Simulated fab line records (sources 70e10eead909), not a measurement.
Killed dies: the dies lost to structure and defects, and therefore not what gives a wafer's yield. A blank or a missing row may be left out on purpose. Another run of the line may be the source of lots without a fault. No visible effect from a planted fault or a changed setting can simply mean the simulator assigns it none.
Matching of chambers -- flow nandHarc -- NHARC_A_M0_PRE_CLEAN_31 on pecvd-02: 3 sister chambers
The step time 12 s. 3 wafers are shown with their chamber, then 10 later ones without.

== WAFERS, EACH WITH ITS CHAMBER ==
wafer,chamber,heaterPowerW (W)
L087.1,2,674
L087.2,1,659
L090.4,0,639

== WAFERS WITH NO CHAMBER GIVEN ==
wafer,heaterPowerW (W)
L090.6,589
L091.1,629
L091.5,702
L091.6,676
L093.2,647
L093.3,698
L093.4,648
L097.1,698
L097.2,694
L097.3,675

== EACH ONE'S CHAMBER ==
wafer,from the rows above,in truth
L090.6,can't be placed: 0 or 1 or 2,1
L091.1,can't be placed: 0 or 1 or 2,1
L091.5,can't be placed: 2 or 1 or 0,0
L091.6,can't be placed: 2 or 1 or 0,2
L093.2,can't be placed: 0 or 1 or 2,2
L093.3,can't be placed: 2 or 1 or 0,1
L093.4,can't be placed: 0 or 1 or 2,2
L097.1,can't be placed: 2 or 1 or 0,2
L097.2,can't be placed: 2 or 1 or 0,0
L097.3,can't be placed: 2 or 1 or 0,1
Placed correctly: 0 of 10. Can't be placed from these rows: 10 (the true chamber is among the candidates in 10). Placed wrongly: 0.
How it was worked out, from the rows above alone: a wafer's distance from a chamber is the root of the sum, over the readings, of the square of ((its reading less the chamber's mean) divided by the reading's scatter). If the next closest chamber is less than 2 further off than the closest, the wafer can't be placed; otherwise it belongs to the closest. A chamber's mean is the mean of its shown wafers. The scatter (one wafer shown for each chamber): square how far every hidden wafer sits from the nearest shown wafer, average those squares and take the square root.
